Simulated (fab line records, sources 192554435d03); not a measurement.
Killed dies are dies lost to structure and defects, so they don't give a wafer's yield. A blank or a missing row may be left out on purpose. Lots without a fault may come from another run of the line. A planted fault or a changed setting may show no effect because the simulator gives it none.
Which tool did it? | flow n5_finfet | 24 lots, 72 wafers sampled, at 4 steps of a route of 1938

WHAT THE GAUGES READ, wafer by wafer
N5_BEOL_M11_OVL_MEAS_29. Usual: V10_OVL 0.4 nm, standard deviation 0.85.
lot  | measured     | on         | V10_OVL (nm)   | flag
L075 | day 10 12:54 | overlay-02 | 0.0 1.6 0.4    |
L074 | day 10 20:30 | overlay-02 | 0.0 -1.1 0.7   |
L076 | day 11 00:33 | overlay-02 | 0.9 1.1 1.8    |
L077 | day 11 06:58 | overlay-01 | 2.1 0.9 0.0    |
L078 | day 11 10:43 | overlay-01 | 1.4 -0.7 -0.8  |
L080 | day 11 10:53 | overlay-01 | 0.7 0.3 -0.6   |
L079 | day 11 17:18 | overlay-01 | 0.8 1.4 -0.4   |
L083 | day 12 08:31 | overlay-02 | -1.1 0.0 0.6   |
L081 | day 12 08:41 | overlay-02 | 1.9 -0.3 0.5   |
L082 | day 12 15:28 | overlay-02 | -0.3 -0.7 -0.2 |
L085 | day 12 22:19 | overlay-02 | 0.3 0.6 0.8    |
L084 | day 13 15:10 | overlay-02 | 0.6 -0.6 0.6   |
L086 | day 13 15:20 | overlay-01 | -1.6 -0.4 -1.3 |
L087 | day 13 18:16 | overlay-01 | 0.4 0.5 -1.0   |
L088 | day 14 14:34 | overlay-02 | -0.9 0.2 -0.5  |
L089 | day 14 15:01 | overlay-02 | -0.2 1.3 0.6   |
L090 | day 14 19:24 | overlay-01 | 0.8 1.2 0.8    |
L091 | day 14 22:26 | overlay-01 | 1.3 0.1 0.1    |
L093 | day 15 01:35 | overlay-02 | 0.9 1.2 2.1    |
L094 | day 15 09:14 | overlay-02 | 0.6 0.8 -0.2   |
L092 | day 15 11:40 | overlay-01 | 1.7 1.0 1.5    |
L095 | day 15 16:56 | overlay-01 | 1.0 0.5 2.1    |
L096 | day 15 21:16 | overlay-01 | 0.4 1.1 1.7    |
L097 | day 16 01:02 | overlay-01 | 1.6 -0.1 1.6   |

N5_BEOL_M11_INSPECT_58: inspects for defects (darkfield). Usual: raw_defect_count 68, standard deviation 22.
lot  | measured     | on                | raw_defect_count | flag
L075 | day 10 18:41 | defect_inspect-01 | 98 97 60         |
L074 | day 11 00:04 | defect_inspect-02 | 72 113 77        |
L076 | day 11 03:41 | defect_inspect-02 | 34 46 57         |
L077 | day 11 10:26 | defect_inspect-02 | 65 55 54         |
L078 | day 11 14:17 | defect_inspect-02 | 149 99 92        |
L080 | day 11 15:38 | defect_inspect-02 | 62 47 78         |
L079 | day 11 21:05 | defect_inspect-02 | 40 53 78         |
L083 | day 12 12:19 | defect_inspect-02 | 82 28 67         |
L081 | day 12 12:27 | defect_inspect-01 | 80 59 122        |
L082 | day 12 19:29 | defect_inspect-02 | 63 90 52         |
L085 | day 13 02:44 | defect_inspect-02 | 59 84 83         |
L084 | day 13 18:54 | defect_inspect-01 | 68 60 66         |
L086 | day 13 20:19 | defect_inspect-01 | 80 116 86        |
L087 | day 13 21:44 | defect_inspect-01 | 48 60 99         |
L088 | day 14 18:22 | defect_inspect-02 | 86 98 98         |
L089 | day 14 19:31 | defect_inspect-01 | 32 40 49         |
L090 | day 14 23:56 | defect_inspect-01 | 55 52 46         |
L091 | day 15 01:13 | defect_inspect-02 | 69 57 53         |
L093 | day 15 06:28 | defect_inspect-01 | 59 58 55         |
L094 | day 15 12:56 | defect_inspect-02 | 58 64 38         |
L092 | day 15 16:06 | defect_inspect-02 | 70 52 59         |
L095 | day 15 21:01 | defect_inspect-01 | 49 89 86         |
L096 | day 16 00:50 | defect_inspect-02 | 89 91 70         |
L097 | day 16 05:31 | defect_inspect-01 | 75 107 50        |

N5_BEOL_M12_CD_MEAS_10: target cd 140 nm. Usual: cd_nm 140.4 nm, standard deviation 2.8.
lot  | measured     | on        | cd_nm (nm)        | flag
L075 | day 10 19:12 | cd_sem-02 | 145.6 141.5 141.4 |
L074 | day 11 00:42 | cd_sem-03 | 133.7 138.7 138.4 |
L076 | day 11 04:17 | cd_sem-01 | 142.9 140.6 139.5 |
L077 | day 11 10:55 | cd_sem-01 | 144.9 142.1 141.8 |
L078 | day 11 14:55 | cd_sem-02 | 142.9 145.1 140.4 |
L080 | day 11 16:06 | cd_sem-01 | 134.9 139.9 141.9 |
L079 | day 11 21:33 | cd_sem-03 | 137.5 137.6 134.2 |
L083 | day 12 12:48 | cd_sem-01 | 142.0 139.9 141.3 |
L081 | day 12 12:56 | cd_sem-03 | 139.6 133.6 143.0 |
L082 | day 12 20:05 | cd_sem-01 | 137.6 139.7 138.5 |
L085 | day 13 03:20 | cd_sem-02 | 142.7 140.1 139.4 |
L084 | day 13 19:30 | cd_sem-03 | 141.6 136.2 142.4 |
L086 | day 13 20:48 | cd_sem-02 | 139.7 141.5 144.8 |
L087 | day 13 22:13 | cd_sem-01 | 139.8 139.5 140.8 |
L088 | day 14 18:50 | cd_sem-03 | 141.9 144.8 144.7 |
L089 | day 14 19:59 | cd_sem-02 | 140.5 144.0 141.0 |
L090 | day 15 00:32 | cd_sem-03 | 136.1 138.1 138.8 |
L091 | day 15 01:49 | cd_sem-01 | 139.9 138.1 142.5 |
L093 | day 15 06:56 | cd_sem-02 | 140.6 139.4 142.8 |
L094 | day 15 13:32 | cd_sem-02 | 139.1 139.8 135.7 |
L092 | day 15 16:34 | cd_sem-03 | 143.1 143.9 146.9 |
L095 | day 15 21:29 | cd_sem-02 | 144.1 140.1 137.1 |
L096 | day 16 01:26 | cd_sem-02 | 143.4 141.3 140.4 |
L097 | day 16 06:07 | cd_sem-02 | 143.0 139.4 139.1 |

WHICH TOOL RAN EACH LOT (tool, then ch and the chambers of the sampled wafers, then the start)
lot  | N5_BEOL_M11_DEGAS_44
L075 | pvd_sputter-03, day 10 17:01
L074 | pvd_sputter-01, day 10 22:17
L076 | pvd_sputter-01, day 11 01:51
L077 | pvd_sputter-01, day 11 08:20
L078 | pvd_sputter-02, day 11 12:05
L080 | pvd_sputter-01, day 11 13:24
L079 | pvd_sputter-03, day 11 18:30
L083 | pvd_sputter-03, day 12 10:35
L081 | pvd_sputter-01, day 12 10:51
L082 | pvd_sputter-03, day 12 17:53
L085 | pvd_sputter-02, day 13 01:08
L084 | pvd_sputter-01, day 13 16:41
L086 | pvd_sputter-01, day 13 17:17
L087 | pvd_sputter-02, day 13 19:47
L088 | pvd_sputter-01, day 14 16:10
L089 | pvd_sputter-01, day 14 17:42
L090 | pvd_sputter-01, day 14 20:30
L091 | pvd_sputter-02, day 14 23:32
L093 | pvd_sputter-03, day 15 02:54
L094 | pvd_sputter-02, day 15 10:40
L092 | pvd_sputter-02, day 15 13:53
L095 | pvd_sputter-01, day 15 18:14
L096 | pvd_sputter-01, day 15 22:51
L097 | pvd_sputter-01, day 16 02:41
- N5_BEOL_M11_DEGAS_44: time 60 s.

WHAT THE TOOLS THEMSELVES READ (means of the sampled wafers that have a number; where no wafer has one, the mark that the record gives instead)
N5_BEOL_M11_DEGAS_44. Usual: heater_power_w 327 W, standard deviation 34.
lot  | tool           | heater_power_w (W) | flag
L075 | pvd_sputter-03 | 300                |
L074 | pvd_sputter-01 | 326                |
L076 | pvd_sputter-01 | 338                |
L077 | pvd_sputter-01 | 333                |
L078 | pvd_sputter-02 | 328                |
L080 | pvd_sputter-01 | 317                |
L079 | pvd_sputter-03 | 314                |
L083 | pvd_sputter-03 | 312                |
L081 | pvd_sputter-01 | 326                |
L082 | pvd_sputter-03 | 305                |
L085 | pvd_sputter-02 | 327                |
L084 | pvd_sputter-01 | 336                |
L086 | pvd_sputter-01 | 349                |
L087 | pvd_sputter-02 | 341                |
L088 | pvd_sputter-01 | 313                |
L089 | pvd_sputter-01 | 285                |
L090 | pvd_sputter-01 | 341                |
L091 | pvd_sputter-02 | 362                |
L093 | pvd_sputter-03 | 319                |
L094 | pvd_sputter-02 | 329                |
L092 | pvd_sputter-02 | 357                |
L095 | pvd_sputter-01 | 327                |
L096 | pvd_sputter-01 | 321                |
L097 | pvd_sputter-01 | 325                |

THE ANSWER, worked out from the rows above alone
Rule: a lot is off if the mean of its wafers that have a number lies more than 3 standard deviations from the usual mean. A lot without any number at a reading at which 4 lots or more have one is off too. The other lots that the step has rows for count as sound. The gauges are gone through in route order, then the tools' own readings, and for those a lot's mean is taken as printed above. The first step at which some lot is off is used, and at that step the reading that is off furthest; a lot without a number counts as furthest.
No lot is off at any reading shown: from this, nothing can be told.

WHAT THE SIMULATOR HAD PUT IN
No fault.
